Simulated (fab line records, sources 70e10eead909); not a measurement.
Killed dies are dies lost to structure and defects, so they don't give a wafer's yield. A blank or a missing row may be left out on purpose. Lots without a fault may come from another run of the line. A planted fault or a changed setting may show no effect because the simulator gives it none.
Which tool did it? | flow nand_harc | 13 lots, 39 wafers sampled, at 6 steps of a route of 1159

WHAT THE GAUGES READ, wafer by wafer
NHARC_A_CONTACT_CD_MEAS_15. Usual: cd_nm 90.1 nm, standard deviation 0.45.
lot  | measured     | on        | cd_nm (nm)     | flag
L102 | day 17 03:22 | cd_sem-02 | 89.9 90.5 90.2 |
L105 | day 17 19:59 | cd_sem-01 | 90.1 90.6 90.3 |
L108 | day 18 14:49 | cd_sem-03 | 90.6 90.1 89.8 |
L109 | day 19 03:26 | cd_sem-02 | 89.8 89.9 90.6 |
L110 | day 19 03:55 | cd_sem-03 | 89.8 90.2 90.3 |
L111 | day 19 12:52 | cd_sem-02 | 89.4 89.1 90.0 |
L114 | day 20 13:49 | cd_sem-02 | 89.8 90.6 90.2 |
L118 | day 21 02:22 | cd_sem-01 | 90.6 90.6 90.4 |
L117 | day 21 04:26 | cd_sem-03 | 90.7 89.8 90.8 |
L115 | day 21 10:48 | cd_sem-01 | 90.1 89.3 90.1 |
L120 | day 21 13:04 | cd_sem-03 | 90.1 89.9 89.8 |
L121 | day 21 20:01 | cd_sem-02 | 89.6 89.2 89.3 |
L122 | day 22 01:04 | cd_sem-01 | 90.2 90.0 90.9 |

NHARC_A_BLC_CD_MEAS_10: target cd 100 nm. Usual: cd_nm 100.1 nm, standard deviation 0.52.
lot  | measured     | on        | cd_nm (nm)        | flag
L102 | day 17 13:26 | cd_sem-03 | 99.5 99.4 100.0   |
L105 | day 17 22:57 | cd_sem-02 | 100.1 99.4 99.7   |
L108 | day 18 17:50 | cd_sem-02 | 100.7 100.9 100.3 |
L109 | day 19 10:45 | cd_sem-03 | 99.6 100.2 100.2  |
L110 | day 19 11:22 | cd_sem-02 | 99.7 99.7 99.8    |
L111 | day 19 16:00 | cd_sem-03 | 100.9 100.5 100.8 |
L114 | day 20 16:53 | cd_sem-01 | 117.7 117.8 117.6 | OFF
L118 | day 21 09:59 | cd_sem-01 | 113.3 112.7 113.5 | OFF
L117 | day 21 10:43 | cd_sem-03 | 111.6 111.5 111.9 | OFF
L115 | day 21 14:25 | cd_sem-03 | 111.9 112.0 111.5 | OFF
L120 | day 21 16:10 | cd_sem-01 | 100.1 100.5 99.9  |
L121 | day 22 01:01 | cd_sem-03 | 100.5 100.0 100.5 |
L122 | day 22 10:20 | cd_sem-01 | 100.0 101.1 100.8 |

NHARC_A_BLC_OVL_MEAS_11. Usual: overlay_x_nm 0.1 nm, standard deviation 0.7; overlay_y_nm 0.1 nm, standard deviation 0.94.
lot  | measured     | on         | overlay_x_nm (nm) | overlay_y_nm (nm) | flag
L102 | day 17 13:32 | overlay-02 | 0.2 0.7 0.5       | 0.2 0.5 0.2       |
L105 | day 17 23:02 | overlay-01 | -0.9 -0.8 -0.3    | -1.4 -1.4 -1.2    |
L108 | day 18 17:56 | overlay-02 | 1.1 1.1 0.7       | -0.2 0.2 -0.3     |
L109 | day 19 10:50 | overlay-02 | 0.0 0.2 0.1       | -0.3 0.4 -0.2     |
L110 | day 19 11:28 | overlay-02 | 0.1 -0.1 0.6      | 0.0 -0.2 0.2      |
L111 | day 19 16:05 | overlay-01 | 0.1 -0.7 -0.5     | 1.8 1.6 1.7       |
L114 | day 20 16:59 | overlay-02 | 0.9 0.6 0.6       | -0.9 -0.1 -0.7    |
L118 | day 21 10:04 | overlay-02 | 0.6 0.4 0.0       | -0.3 -0.5 -0.3    |
L117 | day 21 10:49 | overlay-01 | -2.0 -2.0 -2.3    | 0.1 1.0 0.4       | OFF
L115 | day 21 14:30 | overlay-02 | -0.2 0.4 0.6      | -0.8 -1.0 -0.4    |
L120 | day 21 16:14 | overlay-01 | 0.6 0.6 -0.1      | 0.1 0.1 0.7       |
L121 | day 22 01:07 | overlay-02 | 0.2 0.2 0.4       | -1.0 -1.6 -1.0    |
L122 | day 22 10:25 | overlay-01 | -0.3 -0.1 -0.4    | -1.7 -1.6 -1.1    |

NHARC_END_SORT_01. Usual: killed_at_array 24, standard deviation 7.4; killed_at_other 0.5, standard deviation 0.81; killed_at_periphery 3.4, standard deviation 2.3; killed_dies 28, standard deviation 8; killed_open 3.4, standard deviation 1.8; killed_short 2.0, standard deviation 1.4.
lot  | measured     | on        | killed_at_array | killed_at_other | killed_at_periphery | killed_dies | killed_open | killed_short | flag
L114 | day 22 13:58 | prober-01 | 298 253 199     | 0 0 0           | 7 2 2               | 305 255 201 | 5 6 5       | 2 2 1        | OFF
L118 | day 23 10:17 | prober-01 | 122 57 112      | 2 1 0           | 5 2 2               | 129 60 114  | 5 3 1       | 5 1 1        | OFF
L117 | day 23 10:20 | prober-02 | 73 39 90        | 0 0 1           | 5 5 6               | 78 44 97    | 5 1 4       | 1 3 3        | OFF
L115 | day 24 02:34 | prober-01 | 60 34 27        | 2 1 2           | 2 2 2               | 64 37 31    | 3 1 2       | 2 4 2        |

WHICH TOOL RAN EACH LOT (tool, then ch and the chambers of the sampled wafers, then the start)
lot  | NHARC_A_CONTACT_ETCH_136             | NHARC_A_BLC_EXPOSE_07
L102 | har_cap_etch-03 ch 0,1, day 17 02:13 | arfi_scanner-03 ch 0, day 17 13:19
L105 | har_cap_etch-02 ch 0,1, day 17 18:52 | arfi_scanner-01 ch 0, day 17 22:49
L108 | har_cap_etch-01 ch 0,1, day 18 13:37 | arfi_scanner-01 ch 0, day 18 17:42
L109 | har_cap_etch-03 ch 0, day 19 02:26   | arfi_scanner-03 ch 0, day 19 10:37
L110 | har_cap_etch-02 ch 0,1, day 19 02:44 | arfi_scanner-03 ch 0, day 19 11:14
L111 | har_cap_etch-03 ch 0,1, day 19 11:52 | arfi_scanner-02 ch 0, day 19 15:52
L114 | har_cap_etch-03 ch 0,1, day 20 12:50 | arfi_scanner-01 ch 0, day 20 16:45
L118 | har_cap_etch-01 ch 0,1, day 21 01:23 | arfi_scanner-01 ch 0, day 21 09:50
L117 | har_cap_etch-02 ch 0,1, day 21 03:01 | arfi_scanner-01 ch 0, day 21 10:35
L115 | har_cap_etch-03 ch 0,1, day 21 09:47 | arfi_scanner-01 ch 0, day 21 14:17
L120 | har_cap_etch-03 ch 0,1, day 21 12:05 | arfi_scanner-02 ch 0, day 21 16:01
L121 | har_cap_etch-02 ch 0, day 21 18:23   | arfi_scanner-03 ch 0, day 22 00:53
L122 | har_cap_etch-01 ch 0,1, day 22 00:05 | arfi_scanner-03 ch 0, day 22 10:11
- NHARC_A_CONTACT_ETCH_136: etches the open film in C4F8/O2/Ar, time 132 s, target depth 1287 nm.
- NHARC_A_BLC_EXPOSE_07: exposes mask A BLC, target cd 100 nm.

WHAT THE TOOLS THEMSELVES READ (means of the sampled wafers that have a number; where no wafer has one, the mark that the record gives instead)
NHARC_A_BLC_EXPOSE_07. Usual: exposure_dose_mJ_cm2 67.97, standard deviation 0.064; reticle_temp_C 23.02 C, standard deviation 0.1.
lot  | tool            | exposure_dose_mJ_cm2 | reticle_temp_C (C) | flag
L102 | arfi_scanner-03 | 67.90                | 22.89              |
L105 | arfi_scanner-01 | 67.97                | 23.01              |
L108 | arfi_scanner-01 | 68.06                | 23.08              |
L109 | arfi_scanner-03 | 67.92                | 23.20              |
L110 | arfi_scanner-03 | 67.99                | 23.14              |
L111 | arfi_scanner-02 | 68.02                | 22.92              |
L114 | arfi_scanner-01 | 89.94                | 22.96              | OFF
L118 | arfi_scanner-01 | 85.51                | 23.11              | OFF
L117 | arfi_scanner-01 | 83.14                | 23.09              | OFF
L115 | arfi_scanner-01 | 83.18                | 23.01              | OFF
L120 | arfi_scanner-02 | 67.99                | 22.96              |
L121 | arfi_scanner-03 | 67.94                | 22.92              |
L122 | arfi_scanner-03 | 67.92                | 23.04              |

THE ANSWER, worked out from the rows above alone
Rule: a lot is off if the mean of its wafers that have a number lies more than 3 standard deviations from the usual mean. A lot without any number at a reading at which 4 lots or more have one is off too. The other lots that the step has rows for count as sound. The gauges are gone through in route order, then the tools' own readings, and for those a lot's mean is taken as printed above. The first step at which some lot is off is used, and at that step the reading that is off furthest; a lot without a number counts as furthest.
Off: L114, L118, L117, L115, at NHARC_A_BLC_CD_MEAS_10 (cd_nm).
A tool fits if, at a process step before that reading, it ran every lot that is off, and no sound lot after the first of them. The gauges at NHARC_A_BLC_CD_MEAS_10 aren't tried: what is off there is off at NHARC_A_BLC_EXPOSE_07 too, on other tools, and a gauge's error can't cause that. One fits: arfi_scanner-01 at NHARC_A_BLC_EXPOSE_07. Its last sound lot is L108 (day 18 17:42), its first lot that is off L114 (day 20 16:45): a fault that began between those two fits.
The tool's own readings at NHARC_A_BLC_EXPOSE_07 bear it out: on the lots that are off they differ by more than 5 times the standard deviation of the sound lots' means. exposure_dose_mJ_cm2 reads 85.44 there against 67.97 on the sound lots.

WHAT THE SIMULATOR HAD PUT IN
Process parameter drift: arfi_scanner-01, from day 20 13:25 on, at NHARC_A_BLC_EXPOSE_07. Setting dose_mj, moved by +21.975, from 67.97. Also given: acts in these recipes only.
Lots struck among those shown: L114, L118, L117, L115. The rule above found the same.
